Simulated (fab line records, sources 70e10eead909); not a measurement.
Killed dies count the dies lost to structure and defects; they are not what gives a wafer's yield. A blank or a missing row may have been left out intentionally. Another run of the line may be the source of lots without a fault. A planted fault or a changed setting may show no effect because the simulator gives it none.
fab line records    flow nandHarc
[record] lots = 13  wafers = 39  lastDay = 33
route steps=1302 shown A_ZERO_WELL@403 A_SOURCE_PLATE@420 A_ONON_D1@433
lots that met no fault: taken from a fault-free run of the same line
startH: the number of hours between the record's first day and the start of the first shown wafer of the lot    waitH: hours from the lot's prior step to this one    " the same as in the row above    L1.1+2: one row covering several wafers at once    - either no value or no given start    * or withheld: withheld    < > ~ a bound
route shown NAME@n: NAME is a module with steps in the file, n the number in the route of the first one    usual: mean/standard deviation of fault-free wafers    same: alike in all rows    chamber/n: place in a boat    sites: each site's reading    _std_site: the standard deviation of these    _edge_site: the outer-site mean with the inner-site mean subtracted    radiusMm: for every site, how far away it sits from the centre of the wafer    mask NAME#n: copy n    behind: the most recent tool/chamber to have shaped the wafer    hold: why the lot was held/for how many hours/how that ended    device: transistor that didn't switch, given as n, p or np    end of line: the tests these same wafers got at the end of their route    a step without rows: its recipe alone    killed: not the wafer's yield, but the dies lost to structure and defects at the first sort    map: per-die view of a wafer (x killed, . not killed, _ where there is no die)
set.NAME: the setting as run; set.NAME@STEP: as run at that earlier step    model.NAME: the simulator's own value behind a step, which no gauge read
route steps across a sampled set of lots; one table per step, one row per wafer
services: when a tool's chamber went out of use (startH, in hours from the record's first day, below 0 if earlier), for how many hours, and the reason
[[steps]]
[step NHARC_A_ZERO_WELL_DESCUM_12]
[recipe] timeS = 3  o2FlowSccm = 200  arFlowSccm = 0  biasPowerW = 0  chemistry = O2
[usual] drypumpMotorCurrentA = 5.7/0.42  o2FlowSccm = 199.9/0.56  oesProductAu = 0.998/0.011  rfVppV = 58.0/0.91  showerheadPlenumPTorr = 1.95/0.079  throttleValvePct = 11.312/0.0097
lot.wafer  tool        chamber  startH  waitH  drypumpMotorCurrentA  o2FlowSccm  oesProductAu  rfHoursCounterH  rfVppV  showerheadPlenumPTorr  throttleValvePct
L962.4     rieDiel-13  3        145.17  -      5.2                   199.7       0.994         4                57.0    2.05                   11.314
L962.1     "           2        "       "      5.7                   200.2       1.003         5                58.4    2.03                   11.314
L962.6     "           3        "       "      5.2                   199.7       1.001         -                59.0    2.05                   11.319
L964.2     rieDiel-11  3        169.25  -      5.1                   199.8       0.996         16               58.1    2.01                   11.310
L964.3     "           1        "       "      5.3                   200.9       1.015         13               58.5    1.91                   11.304
L964.1     "           2        "       "      6.7                   200.2       1.000         15               58.2    1.80                   11.310
L966.2     rieDiel-13  3        191.17  -      5.2                   199.6       1.000         1                58.5    2.05                   11.293
L966.5     "           1        "       "      5.7                   200.3       1.025         -                58.0    1.86                   11.294
L966.6     "           2        "       "      5.7                   199.4       0.993         -                59.2    2.03                   11.315
L967.2     rieDiel-13  0        210.03  -      5.7                   200.2       0.992         1                57.3    1.93                   11.308
L967.1     "           1        "       "      5.7                   200.0       1.017         1                57.8    1.86                   11.305
L967.4     "           2        "       "      5.7                   199.4       1.001         1                58.2    2.03                   11.332
L968.1     rieDiel-11  0        210.78  -      6.0                   199.7       0.998         22               56.9    1.90                   11.321
L968.3     "           3        "       "      5.1                   198.7       0.997         25               58.9    2.01                   11.294
L968.5     "           0        "       "      6.0                   200.1       0.992         -                57.5    1.90                   11.314
L970.4     rieDiel-13  3        236.59  -      5.2                   200.4       0.992         2                58.7    2.05                   11.309
L970.2     "           0        "       "      5.7                   200.5       0.995         2                56.5    1.93                   11.325
L970.1     "           1        "       "      5.8                   200.4       1.027         2                57.0    1.86                   11.327
L973.1     rieDiel-13  2        260.26  -      5.7                   199.7       1.005         3                58.5    2.02                   11.310
L973.2     "           3        "       "      5.2                   200.2       0.982         4                59.4    2.05                   11.315
L973.5     "           1        "       "      5.8                   200.2       1.009         -                58.0    1.86                   11.297
L979.4     rieDiel-13  2        313.70  -      5.7                   199.2       0.987         4                57.8    2.02                   11.300
L979.1     "           0        "       "      5.7                   200.0       0.969         4                57.6    1.93                   11.317
L979.6     "           2        "       "      5.7                   199.8       0.994         -                58.2    2.02                   11.313
L980.4     rieDiel-13  2        326.18  -      5.7                   199.1       0.993         4                58.6    2.02                   11.312
L980.5     "           1        "       "      5.7                   200.3       1.016         -                55.9    1.86                   11.311
L980.6     "           2        "       "      5.7                   199.6       1.002         -                58.9    2.02                   11.313
L981.1     rieDiel-13  3        338.76  -      5.2                   200.9       0.987         6                58.8    2.05                   11.311
L981.3     "           0        "       "      5.7                   201.2       0.989         5                57.0    1.93                   11.309
L981.6     "           2        "       "      5.7                   200.1       0.996         -                57.9    2.02                   11.322
L982.4     rieDiel-11  3        342.72  -      5.2                   199.9       0.983         20               59.0    2.00                   11.308
L982.3     "           1        "       "      5.3                   199.9       1.026         15               57.2    1.90                   11.322
L982.5     "           3        "       "      5.1                   199.7       0.994         -                59.1    2.00                   11.324
L983.4     rieDiel-11  1        352.65  -      5.3                   200.2       1.024         17               58.3    1.90                   11.322
L983.1     "           3        "       "      5.2                   199.1       1.000         21               58.8    2.00                   11.308
L983.6     "           2        "       "      6.6                   200.1       1.016         -                56.9    1.79                   11.316
L984.4     rieDiel-10  2        365.49  -      6.1                   199.7       0.992         36               58.3    2.04                   11.320
L984.3     "           1        "       "      6.4                   200.0       1.003         35               57.8    1.92                   11.318
L984.6     "           3        "       "      4.7                   199.9       0.999         -                58.3    1.91                   11.299
[step NHARC_A_SOURCE_PLATE_THK_MEAS_06]
[recipe] thkMeasGauge = ellipsometry
[usual] thkNm = 200.0/2.2
lot.wafer  tool          chamber  startH  waitH  thkNm
L962.1     filmMetro-02  -        168.30  0.4    199.7
L962.4     "             -        "       "      198.5
L962.6     "             -        "       "      201.8
L964.1     filmMetro-01  -        190.43  0.4    194.0
L964.2     "             -        "       "      197.0
L964.3     "             -        "       "      196.9
L966.2     filmMetro-01  -        212.78  0.4    198.9
L966.5     "             -        "       "      198.7
L966.6     "             -        "       "      196.8
L967.1     filmMetro-01  -        230.56  0.4    205.9
L967.2     "             -        "       "      204.4
L967.4     "             -        "       "      204.9
L968.1     filmMetro-02  -        230.56  0.4    202.0
L968.3     "             -        "       "      201.8
L968.5     "             -        "       "      201.5
L970.1     filmMetro-01  -        257.07  0.4    197.0
L970.2     "             -        "       "      196.5
L970.4     "             -        "       "      195.8
L973.1     filmMetro-01  -        281.71  0.4    201.9
L973.2     "             -        "       "      201.1
L973.5     "             -        "       "      200.1
L979.1     filmMetro-01  -        337.35  0.4    198.4
L979.4     "             -        "       "      198.7
L979.6     "             -        "       "      199.3
L980.4     filmMetro-02  -        349.33  0.4    199.3
L980.5     "             -        "       "      201.8
L980.6     "             -        "       "      202.7
L981.1     filmMetro-01  -        360.56  0.4    200.3
L981.3     "             -        "       "      201.0
L981.6     "             -        "       "      201.9
L982.3     filmMetro-01  -        364.29  0.4    200.9
L982.4     "             -        "       "      201.7
L982.5     "             -        "       "      201.1
L983.1     filmMetro-01  -        377.21  0.4    202.2
L983.4     "             -        "       "      199.3
L983.6     "             -        "       "      197.5
L984.3     filmMetro-01  -        386.63  0.4    199.8
L984.4     "             -        "       "      200.4
L984.6     "             -        "       "      200.5
[step NHARC_A_ONON_D1_THK_MEAS_14]
[recipe] thkMeasGauge = ellipsometry
[usual] thkNm = 997/11
lot.wafer  tool          chamber  startH  waitH  thkNm
L962.1     filmMetro-01  -        171.22  -      995
L962.4     "             -        "       "      992
L962.6     "             -        "       "      992
L964.1     filmMetro-01  -        193.35  -      987
L964.2     "             -        "       "      985
L964.3     "             -        "       "      985
L966.2     filmMetro-02  -        215.71  -      1013
L966.5     "             -        "       "      1014
L966.6     "             -        "       "      1012
L968.1     filmMetro-01  -        233.47  -      994
L968.3     "             -        "       "      995
L968.5     "             -        "       "      996
L967.1     filmMetro-01  -        233.48  -      994
L967.2     "             -        "       "      995
L967.4     "             -        "       "      993
L970.1     filmMetro-02  -        259.96  -      989
L970.2     "             -        "       "      988
L970.4     "             -        "       "      989
L973.1     filmMetro-01  -        284.64  -      980
L973.2     "             -        "       "      979
L973.5     "             -        "       "      979
L979.1     filmMetro-02  -        340.26  -      1015
L979.4     "             -        "       "      1012
L979.6     "             -        "       "      1014
L980.4     filmMetro-01  -        352.24  -      999
L980.5     "             -        "       "      997
L980.6     "             -        "       "      997
L981.1     filmMetro-01  -        363.51  -      995
L981.3     "             -        "       "      992
L981.6     "             -        "       "      994
L982.3     filmMetro-01  -        367.23  -      1004
L982.4     "             -        "       "      1003
L982.5     "             -        "       "      1003
L983.1     filmMetro-01  -        380.13  -      980
L983.4     "             -        "       "      981
L983.6     "             -        "       "      982
L984.3     filmMetro-02  -        389.55  -      996
L984.4     "             -        "       "      994
L984.6     "             -        "       "      996
[step NHARC_A_ONON_D1_DEP_28]
[recipe] targetThkA = 10000  n2FlowSccm = 2750  n2oFlowSccm = 2000  nh3FlowSccm = 500  sih4FlowSccm = 210  tempC = 400
lot.wafer   tool          chamber  startH  waitH
L962.1+4+6  pecvdOnon-04  0        180.68  0.1
L964.1+2+3  pecvdOnon-04  0        202.87  0.1
L966.2+5+6  pecvdOnon-01  0        225.25  0.1
L968.1+3+5  pecvdOnon-02  0        242.85  0.1
L967.1+2+4  pecvdOnon-01  0        242.86  0.1
L970.1+2+4  pecvdOnon-04  0        269.50  0.1
L973.1+2+5  pecvdOnon-02  0        294.16  0.1
L979.1+4+6  pecvdOnon-01  0        351.86  0.1
L980.4+5+6  pecvdOnon-02  0        361.96  0.2
L981.1+3+6  pecvdOnon-01  0        373.08  0.1
L982.3+4+5  pecvdOnon-01  0        376.89  0.2
L983.1+4+6  pecvdOnon-02  0        389.65  0.1
L984.3+4+6  pecvdOnon-01  0        402.63  0.2
[step NHARC_A_ONON_D1_THK_MEAS_30]
[recipe] thkMeasGauge = ellipsometry
[usual] thkNm = 998/7.6
lot.wafer  tool          chamber  startH  waitH  thkNm
L962.1     filmMetro-01  -        181.19  -      987
L962.4     "             -        "       "      989
L962.6     "             -        "       "      986
L964.1     filmMetro-01  -        203.39  -      1012
L964.2     "             -        "       "      1011
L964.3     "             -        "       "      1011
L966.2     filmMetro-01  -        225.70  -      988
L966.5     "             -        "       "      988
L966.6     "             -        "       "      989
L968.1     filmMetro-01  -        243.35  -      990
L968.3     "             -        "       "      989
L968.5     "             -        "       "      991
L967.1     filmMetro-02  -        243.39  -      986
L967.2     "             -        "       "      987
L967.4     "             -        "       "      987
L970.1     filmMetro-02  -        270.01  -      1005
L970.2     "             -        "       "      1006
L970.4     "             -        "       "      1005
L973.1     filmMetro-02  -        294.67  -      623
L973.2     "             -        "       "      991
L973.5     "             -        "       "      991
L979.1     filmMetro-01  -        352.37  -      1003
L979.4     "             -        "       "      1002
L979.6     "             -        "       "      1003
L980.4     filmMetro-02  -        362.29  -      1002
L980.5     "             -        "       "      1002
L980.6     "             -        "       "      1003
L981.1     filmMetro-02  -        373.58  -      1007
L981.3     "             -        "       "      1005
L981.6     "             -        "       "      1008
L982.3     filmMetro-01  -        377.29  -      994
L982.4     "             -        "       "      993
L982.5     "             -        "       "      996
L983.1     filmMetro-01  -        390.16  -      1007
L983.4     "             -        "       "      1004
L983.6     "             -        "       "      1006
L984.3     filmMetro-02  -        403.02  -      987
L984.4     "             -        "       "      986
L984.6     "             -        "       "      984
[[services]]
tool          chamber  startH  hours  kind
pecvdOnon-04  -        130.63  13.0   pm
rieDiel-13    -        143.56  1.5    repair
rieDiel-13    3        149.60  10.5   repair
rieDiel-13    2        160.77  10.4   repair
rieDiel-11    1        164.12  3.9    repair
rieDiel-13    -        165.07  9.0    pm
pecvdOnon-02  -        185.00  13.0   pm
rieDiel-13    2        241.58  6.1    repair
rieDiel-13    0        247.66  2.4    repair
rieDiel-11    -        255.54  9.0    pm
pecvdOnon-01  -        269.29  13.0   pm
rieDiel-13    2        269.73  16.6   repair
rieDiel-13    0        273.06  3.4    repair
rieDiel-11    1        281.24  6.8    repair
pecvdOnon-02  -        289.74  1.6    repair
rieDiel-13    -        306.01  0.5    repair
rieDiel-11    2        315.90  6.3    repair
rieDiel-13    0        332.61  2.5    repair
rieDiel-13    -        333.16  4.7    repair
rieDiel-13    -        342.07  9.0    pm
rieDiel-11    3        347.65  4.0    repair
pecvdOnon-01  -        356.32  0.0    repair
pecvdOnon-02  -        366.00  13.0   pm
rieDiel-11    -        385.71  0.5    repair
[[key]]
[firstSign] step = NHARC_A_ONON_D1_THK_MEAS_30  reading = thkNm  direction = down  sigmas = 49  usual = 998  struck = 623
effect none on later readings
metAt NHARC_A_ONON_D1_DEP_28
struckLots L973
struckWafers L973.1
laterRowsLeftOut L973.1
sortLeftOut L973.1
testerLeftOut L973
notActingAt NHARC_A_ZERO_WELL_DESCUM_12,NHARC_A_SOURCE_PLATE_THK_MEAS_06,NHARC_A_ONON_D1_THK_MEAS_14
onsetBetween 242.85 294.16
[fault] kind = processParameterDrift  tool = pecvdOnon-02  chamber = -  onsetH = 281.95  steps = NHARC_A_ONON_D1_DEP_28  channel = targetThkA  offset = *  shape = step  endH = 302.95  scope = struckWafersOnly  actsIn = *  stated = *
// testerLeftOut: of these lots the tester's yield and bins aren't shown, on N5 and GAA mostly nor the transistor test; their killed dies are dies lost to structure and defects alone, not to doping, threshold or leakage, so they don't give the yield
// sortLeftOut: the simulated sort isn't trusted on such a fault, so these wafers' sort isn't shown, and their yield isn't known
// laterRowsLeftOut: the simulator's readings of these wafers behind a module that went badly wrong aren't trusted and aren't shown, but for the sort
